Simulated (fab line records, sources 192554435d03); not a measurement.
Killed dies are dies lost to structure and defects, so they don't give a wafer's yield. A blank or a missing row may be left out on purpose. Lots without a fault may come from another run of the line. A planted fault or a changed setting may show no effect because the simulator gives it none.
A struck lot beside a sound one | flow n5_finfet | 43 steps out of a route of 1938
Sound: wafers L918.3, L918.4, L918.6. Struck: wafer L908.3. (L908.6 of the same lot was not struck and is left out.) The cause comes at the end.
At each step with rows: each side's tool, then ch and its chambers, then its first start. Under that, the readings that differ: sound wafers | struck wafers | difference of the means | sigmas: that difference in standard deviations of wafers without a fault.
alike: readings whose means differ by less than 2 such deviations, and words and numbers that are the same on both sides. not compared: withheld readings, readings that some wafer has no value for, bounds like >300 that may hide the same value, and numbers for which the record gives no deviation and whose values overlap.
The two part at a step that has a row with sigmas, a row that says differs or no value, or rows on one side only. Numbers that don't overlap but have no deviation are shown without sigmas and don't part them. A reading that every wafer of one side lacks parts them only if that side has two wafers or more.

first, 7 steps without rows for these wafers: N5_BEOL_M9_COAT_60 (time 60 s, resist thk 30 nm); N5_BEOL_M9_COAT_05 (resist thk 90 nm); N5_BEOL_M9_EBR_07; N5_BEOL_M9_SOFTBAKE_06 (time 60 s); N5_BEOL_M9_EXPOSE_08 (exposes mask M9); N5_BEOL_M9_PEB_09 (peb time 60 s); N5_BEOL_M9_DEVELOP_10 (develop time 30 s).
N5_BEOL_M9_CD_MEAS_11: target cd 64.1 nm.
  sound on cd_sem-03 ch 0, day 13 12:31; struck on cd_sem-01 ch 0, day 10 12:19
  reading    | sound          | struck | difference | sigmas
  cd_nm (nm) | 65.4 64.7 65.2 | 62.9   | -2.2       | -3
N5_BEOL_M9_OVL_MEAS_12:
  sound on overlay-02 ch 0, day 13 12:32; struck on overlay-01 ch 0, day 10 12:20
  alike: M9_OVL
N5_BEOL_M9_INSPECT_13: inspects for defects (brightfield).
  sound on defect_inspect-01, day 13 12:34; struck on defect_inspect-02, day 10 12:22
  alike: raw_defect_count
N5_BEOL_M9_DESCUM_16: chemistry O2, time 7.9 s.
  sound on rie_diel-04 ch 0,1,2, day 13 12:36; struck on rie_diel-06 ch 0, day 10 12:24
  alike: drypump_motor_current_A, oes_product_au, rf_vpp_V, showerhead_plenum_p_Torr, throttle_valve_pct
  not compared: rf_hours_counter_h
N5_BEOL_M9_ETCH_61: etches SiARC in CF4, target depth 39 nm, time 65 s.
  sound on rie_diel-04 ch 0,1,2, day 13 12:38; struck on rie_diel-06 ch 0, day 10 12:26
  reading                         | sound          | struck | difference | sigmas
  etch_rf_on_time_s (s)           | 68.5 68.3 66.6 | 63.3   | -4.5       | -2
  showerhead_plenum_p_Torr (Torr) | 2.10 2.09 2.04 | 2.22   | +0.14      | +2
  alike: drypump_motor_current_A, mfc_ar_sccm, oes_product_au, rf_vpp_V, throttle_valve_pct
  not compared: rf_hours_counter_h
N5_BEOL_M9_ETCH_62: etches SOC in N2/H2, target depth 110 nm, overetch 22 nm, time 165 s.
  sound on rie_diel-04 ch 0,1,2, day 13 12:41; struck on rie_diel-06 ch 0, day 10 12:29
  reading                                    | sound             | struck | difference | sigmas
  rf_vpp_V (V)                               | 520.4 522.7 519.6 | 527.3  | +6.4       | +2
  showerhead_plenum_p_Torr (Torr)            | 2.47 2.49 2.41    | 2.66   | +0.20      | +2
  model.etch.depth_nm (nm)                   | 99.91 99.86 99.85 | 93.43  | -6.44      |
  model.SiARC_of_BEOL_M9_COAT_60.thk_nm (nm) | 23.8 23.8 23.8    | 25.4   | +1.6       |
  alike: drypump_motor_current_A, oes_product_au, throttle_valve_pct
  not compared: rf_hours_counter_h
then, 2 steps without rows for these wafers: N5_BEOL_M9_STRIP_68 (strips in N2/H2); N5_BEOL_M9_STRIP_67 (strips in CF4).
N5_BEOL_M9_HM_OPEN_17: chemistry Cl2/BCl3, target TiN, target depth 20 nm, overetch 6 nm.
  sound on rie_metal-03 ch 0,1, day 13 12:54; struck on rie_metal-03 ch 0, day 10 12:43
  alike: drypump_motor_current_A, mfc_ar_sccm, oes_product_au, throttle_valve_pct
  not compared: rf_hours_counter_h
then, 1 step without rows for these wafers: N5_BEOL_M9_STRIP_19 (strips in O2).
N5_BEOL_M9_CD_MEAS_18: pitch 140 nm, target cd 70 nm.
  sound on cd_sem-01, day 13 13:04; struck on cd_sem-03, day 10 12:59
  not compared: cd_nm
then, 9 steps without rows for these wafers: N5_BEOL_M9_COAT_63 (time 60 s, resist thk 60 nm); N5_BEOL_M9_COAT_64 (time 60 s, resist thk 12 nm); N5_BEOL_M9_COAT_75 (time 60 s, resist thk 5 nm); N5_BEOL_M9_COAT_22 (resist thk 30 nm); N5_BEOL_M9_EBR_24; N5_BEOL_M9_SOFTBAKE_23 (time 60 s); N5_BEOL_M9_EXPOSE_25 (exposes mask V8); N5_BEOL_M9_PEB_26 (peb time 60 s); N5_BEOL_M9_DEVELOP_27 (develop time 30 s).
N5_BEOL_M9_CD_MEAS_28: target cd 70 nm.
  sound on cd_sem-03 ch 0, day 13 13:56; struck on cd_sem-03 ch 0, day 10 13:43
  alike: cd_nm
N5_BEOL_M9_OVL_MEAS_29:
  sound on overlay-02 ch 0, day 13 13:58; struck on overlay-01 ch 0, day 10 13:45
  alike: V8_OVL
N5_BEOL_M9_INSPECT_30: inspects for defects (brightfield).
  sound on defect_inspect-02, day 13 14:01; struck on defect_inspect-01, day 10 13:48
  alike: raw_defect_count
then, 6 steps without rows for these wafers: N5_BEOL_M9_DESCUM_33 (chemistry O2, time 7 s); N5_BEOL_M9_ETCH_76 (etches underlayer in N2/H2, target depth 6.5 nm, time 5.2 s); N5_BEOL_M9_ETCH_65 (etches SiARC in CF4, target depth 15.6 nm, time 26 s); N5_BEOL_M9_ETCH_66 (etches SOC in N2/H2, target depth 80 nm, overetch 16 nm, time 120 s); N5_BEOL_M9_STRIP_69 (strips in N2/H2); N5_BEOL_M9_STRIP_77 (strips in N2/H2).
N5_BEOL_M9_VIA_ETCH_34: etches SiCOH lowk in C4F6/O2, target depth 182.4 nm, time 68.4 s.
  sound on rie_diel-04 ch 0,1,2, day 13 14:14; struck on rie_diel-06 ch 0, day 10 14:01
  reading                         | sound          | struck | difference | sigmas
  oes_product_au (a.u.)           | 0.92 0.69 0.82 | 0.30   | -0.51      | -6
  showerhead_plenum_p_Torr (Torr) | 2.78 2.71 2.79 | 2.97   | +0.21      | +2
  alike: drypump_motor_current_A, mfc_ar_sccm, oes_o_777_au, rf_vpp_V, throttle_valve_pct
  not compared: rf_hours_counter_h
then, 3 steps without rows for these wafers: N5_BEOL_M9_STRIP_73 (strips in C4F6/O2); N5_BEOL_M9_STRIP_36 (strips in N2/H2); N5_BEOL_M9_TRENCH_ETCH_37 (etches SiCOH lowk in C4F6/O2, target depth 151.43 nm, time 49 s).
N5_BEOL_M9_ETCH_41: etches SiCN in CH3F/O2, target depth 36.6 nm, time 70.1 s.
  sound on rie_diel-04 ch 0,1,2; struck on rie_diel-06 ch 0
  reading                         | sound          | struck | difference | sigmas
  showerhead_plenum_p_Torr (Torr) | 1.96 1.90 1.96 | 2.09   | +0.15      | +2
  alike: CH3F_flow_sccm, drypump_motor_current_A, mfc_ar_sccm, oes_product_au, rf_vpp_V, throttle_valve_pct
  not compared: rf_hours_counter_h
N5_BEOL_M9_STRIP_80: strips in N2/H2, time 10 s.
  sound on rie_diel-04 ch 0,1,2; struck on rie_diel-06 ch 0
  reading                         | sound          | struck | difference | sigmas
  showerhead_plenum_p_Torr (Torr) | 2.49 2.40 2.46 | 2.66   | +0.21      | +2
  alike: drypump_motor_current_A, oes_product_au, rf_vpp_V, throttle_valve_pct
  not compared: rf_hours_counter_h
N5_BEOL_M9_OCD_MEAS_38:
  sound on ocd-01, day 13 14:31; struck on ocd-01, day 10 14:17
  reading              | sound       | struck | difference | sigmas
  trench_depth_nm (nm) | 149 148 148 | 6      | -142       | -44

WHERE THEY PART
First at N5_BEOL_M9_CD_MEAS_11; last, within this record, at N5_BEOL_M9_OCD_MEAS_38.

WHY: what the simulator had put in
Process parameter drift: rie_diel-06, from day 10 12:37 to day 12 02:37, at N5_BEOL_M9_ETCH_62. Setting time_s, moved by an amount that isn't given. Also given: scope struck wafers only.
